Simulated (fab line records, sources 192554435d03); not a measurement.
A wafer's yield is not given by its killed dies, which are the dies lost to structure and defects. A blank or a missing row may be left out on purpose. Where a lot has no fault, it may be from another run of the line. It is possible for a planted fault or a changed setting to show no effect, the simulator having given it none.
Comparing a struck lot with a sound one || flow n5_finfet || 23 steps out of a route of 1938
Sound: the wafers L426.2, L426.3, L426.6. Wafers struck: L432.1, L432.3, L432.4. Last of all comes the cause.
Order at every step that has rows: each side's tool, ch and its chambers, its first start. Under that, the readings that differ: sound wafers || struck wafers || difference of the means || sigmas: that difference in standard deviations of wafers without a fault.
alike: readings whose means differ by less than 2 such deviations, and words and numbers that are the same on both sides. not compared: withheld readings, readings that some wafer has no value for, bounds like >300 that may hide the same value, and numbers for which the record gives no deviation and whose values overlap.
A row with sigmas, a row that says differs or no value, or rows on one side alone: a step with any of these is where the two part. Non-overlapping numbers with no deviation appear without sigmas and do not part them. A reading missing from all wafers of one side parts the sides only when that side holds two or more wafers.

first, 10 steps without rows for these wafers: N5_BEOL_M5_DESCUM_16 (chemistry O2, time 7 s); N5_BEOL_M5_ETCH_72 (etches underlayer in N2/H2, target depth 6.5 nm, time 5.2 s); N5_BEOL_M5_ETCH_61 (etches SiARC in CF4, target depth 15.6 nm, time 26 s); N5_BEOL_M5_ETCH_62 (etches SOC in N2/H2, target depth 75 nm, overetch 15 nm, time 112.5 s); N5_BEOL_M5_STRIP_63 (strips in N2/H2); N5_BEOL_M5_STRIP_73 (strips in N2/H2); N5_BEOL_M5_STRIP_64 (strips in CF4); N5_BEOL_M5_HM_OPEN_17 (chemistry Cl2/BCl3, target TiN, target depth 20 nm, overetch 6 nm); N5_BEOL_M5_STRIP_19 (strips in O2); N5_BEOL_M5_COAT_65 (time 60 s, resist thk 60 nm).
N5_BEOL_M5_COAT_66: time 60 s, resist thk 12 nm.
  sound on litho_track-01 ch 0, day 9 23:26; struck on litho_track-01 ch 0, day 11 13:56
{"reading": "spin_speed_rpm (rpm)", "sound": "1500.1 1499.8 1500.4", "struck": "1591.8 1593.4 1593.0", "difference": "+92.6", "sigmas": "+93"}
{"reading": "model.SiARC_of_BEOL_M5_COAT_66.thk_nm (nm)", "sound": "12 12 12", "struck": "11.8 11.8 11.8", "difference": -0.2, "sigmas": ""}
  alike: resist_line_temp_C
then, 9 steps without rows for these wafers: N5_BEOL_M5_COAT_74 (time 60 s, resist thk 5 nm); N5_BEOL_M5_COAT_22 (resist thk 30 nm); N5_BEOL_M5_EBR_24; N5_BEOL_M5_SOFTBAKE_23 (time 60 s); N5_BEOL_M5_EXPOSE_25 (exposes mask V4, defocus 10 nm); N5_BEOL_M5_PEB_26 (peb time 60 s); N5_BEOL_M5_DEVELOP_27 (develop time 30 s); N5_BEOL_M5_DESCUM_33 (chemistry O2, time 7 s); N5_BEOL_M5_ETCH_75 (etches underlayer in N2/H2, target depth 6.5 nm, time 5.2 s).
N5_BEOL_M5_ETCH_67: etches SiARC in CF4, target depth 15.6 nm, time 26 s.
  sound on rie_diel-03 ch 0,2,3, day 9 23:53; struck on rie_diel-03 ch 0,1,3, day 11 14:43
{"reading": "mfc_ar_sccm (sccm)", "sound": "101.5 100.3 99.7", "struck": "99.5 100.2 99.7", "difference": -0.7, "sigmas": -2}
{"reading": "model.etch.depth_nm (nm)", "sound": "12.03 12.06 12.06", "struck": "11.74 11.72 11.71", "difference": -0.33, "sigmas": ""}
{"reading": "model.CAR-EUV_of_BEOL_M5_COAT_22.thk_nm (nm)", "sound": "11 11 11", "struck": "11.4 11.4 11.4", "difference": "+0.4", "sigmas": ""}
  alike: chamber_pressure_mTorr, drypump_motor_current_A, etch_rf_on_time_s, oes_product_au, rf_vpp_V, showerhead_plenum_p_Torr, throttle_valve_pct
  not compared: rf_hours_counter_h
N5_BEOL_M5_ETCH_68: etches SOC in N2/H2, target depth 80 nm, overetch 16 nm, time 120 s.
  sound on rie_diel-03 ch 0,2,3, day 9 23:55; struck on rie_diel-03 ch 0,1,3, day 11 14:44
  alike: chamber_pressure_mTorr, drypump_motor_current_A, oes_product_au, rf_vpp_V, showerhead_plenum_p_Torr, throttle_valve_pct
  not compared: rf_hours_counter_h, model.SiARC_of_BEOL_M5_COAT_66.thk_nm
then, 1 step without rows for these wafers: N5_BEOL_M5_STRIP_69 (strips in N2/H2).

== WHERE THEY PART ==
Last at N5_BEOL_M5_ETCH_67 as far as this record goes, first at N5_BEOL_M5_COAT_66. Later steps at which nothing parts them and some readings are alike: N5_BEOL_M5_ETCH_68.

WHY: what had been put in by the simulator
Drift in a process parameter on litho_track-01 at N5_BEOL_M5_COAT_66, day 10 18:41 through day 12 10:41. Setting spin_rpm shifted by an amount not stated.
